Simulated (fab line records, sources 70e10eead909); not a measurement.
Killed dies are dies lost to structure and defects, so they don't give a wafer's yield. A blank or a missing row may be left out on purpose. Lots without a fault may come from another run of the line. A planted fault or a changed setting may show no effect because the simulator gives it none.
Tool commonality check | flow nand_harc | 3 lots, 9 wafers sampled

WHY IT WAS OPENED
At NHARC_END_SORT_01 the reading killed_at_periphery is flagged on 3 of 3 lots. Wafers without a fault read 3.6, standard deviation 2.4.
Rule: a lot is flagged when every wafer of it that has a number lies more than 4 standard deviations from that mean, or none has a number. The other lots count as sound.

lot  | measured     | on        | killed_at_periphery, wafer by wafer | flag
L775 | day 27 08:58 | prober-01 | 444 459 481                         | FLAGGED
L777 | day 29 18:06 | prober-02 | 416 422 430                         | FLAGGED
L780 | day 29 18:07 | prober-01 | 430 405 436                         | FLAGGED
The numbers of the flagged lots are 435.9 on average: +432.3 against the usual, or +99 or more standard deviations.

WHICH TOOL RAN EACH LOT
The record holds 4 process steps before the reading, out of a route of 1302 steps. In each cell: the tool, then ch and the chambers that the sampled wafers went through, then the start.
lot  | flag    | NHARC_P_GATE_EXPOSE_08           | NHARC_A_BONDPAD_ETCH_12                       | NHARC_A_BONDPAD_PVD_27                  | NHARC_THIN_TSV_ETCH_44
L775 | FLAGGED | krf_scanner-04 ch 0, day 7 12:24 | rie_diel-06 ch 0,1,3, day 26 14:21 or earlier | pvd_sputter-02, day 26 14:21 or earlier | rie_diel-13 ch 1,2, day 26 14:21
L777 | FLAGGED | krf_scanner-04 ch 0, day 8 13:32 | rie_diel-06 ch 0,1,3, day 28 18:06 or earlier | pvd_sputter-03, day 28 18:06 or earlier | rie_diel-13 ch 0,1,2, day 28 18:06
L780 | FLAGGED | krf_scanner-04 ch 0, day 9 06:52 | rie_diel-06 ch 0,1,3, day 28 22:24 or earlier | pvd_sputter-03, day 28 22:24 or earlier | rie_diel-09 ch 1,2,3, day 28 22:24
What these steps do:
- NHARC_P_GATE_EXPOSE_08: exposes mask P HV.
- NHARC_A_BONDPAD_ETCH_12: etches the open film in CHF3/O2, target depth 220 nm, time 110 s.
- NHARC_A_BONDPAD_PVD_27: deposits Cu, target thk 30 nm, time 20.49 s.
- NHARC_THIN_TSV_ETCH_44: etches the open film in CF4/O2, target depth 1594.2 nm, time 797.1 s.
- NHARC_END_SORT_01

FLAGGED OVER TOTAL, TOOL BY TOOL (the gauges that took the reading come last)
step                    | tool           | lots run | flagged | share of the flagged lots | sound lots run after its first flagged lot
NHARC_P_GATE_EXPOSE_08  | krf_scanner-04 | 3        | 3       | all                       | 0
NHARC_A_BONDPAD_ETCH_12 | rie_diel-06    | 3        | 3       | all                       | 0
NHARC_A_BONDPAD_PVD_27  | pvd_sputter-02 | 1        | 1       | some                      | 0
NHARC_A_BONDPAD_PVD_27  | pvd_sputter-03 | 2        | 2       | some                      | 0
NHARC_THIN_TSV_ETCH_44  | rie_diel-09    | 1        | 1       | some                      | 0
NHARC_THIN_TSV_ETCH_44  | rie_diel-13    | 2        | 2       | some                      | 0
NHARC_END_SORT_01       | prober-01      | 2        | 2       | some                      | 0
NHARC_END_SORT_01       | prober-02      | 1        | 1       | some                      | 0
NHARC_A_BONDPAD_ETCH_12 gives no start for some lots, so the hours and the order of its lots are those of NHARC_THIN_TSV_ETCH_44. NHARC_A_BONDPAD_PVD_27 gives no start for some lots, so the hours and the order of its lots are those of NHARC_THIN_TSV_ETCH_44.

WHAT THE TABLE ALLOWS
2 rows of the table ran every flagged lot: krf_scanner-04 at NHARC_P_GATE_EXPOSE_08, rie_diel-06 at NHARC_A_BONDPAD_ETCH_12.
- krf_scanner-04 at NHARC_P_GATE_EXPOSE_08: 3 of its 3 lots flagged. It ran no sound lot before its first flagged lot in this sample, so the start can't be narrowed down.
- rie_diel-06 at NHARC_A_BONDPAD_ETCH_12: 3 of its 3 lots flagged. It ran no sound lot before its first flagged lot in this sample, so the start can't be narrowed down.
Counting lots can't tell these 2 tools apart, because each fits a fault that began at some hour. More lots, or a look at what each step does to the wafer, might.

WHAT THE SIMULATOR HAD PUT IN
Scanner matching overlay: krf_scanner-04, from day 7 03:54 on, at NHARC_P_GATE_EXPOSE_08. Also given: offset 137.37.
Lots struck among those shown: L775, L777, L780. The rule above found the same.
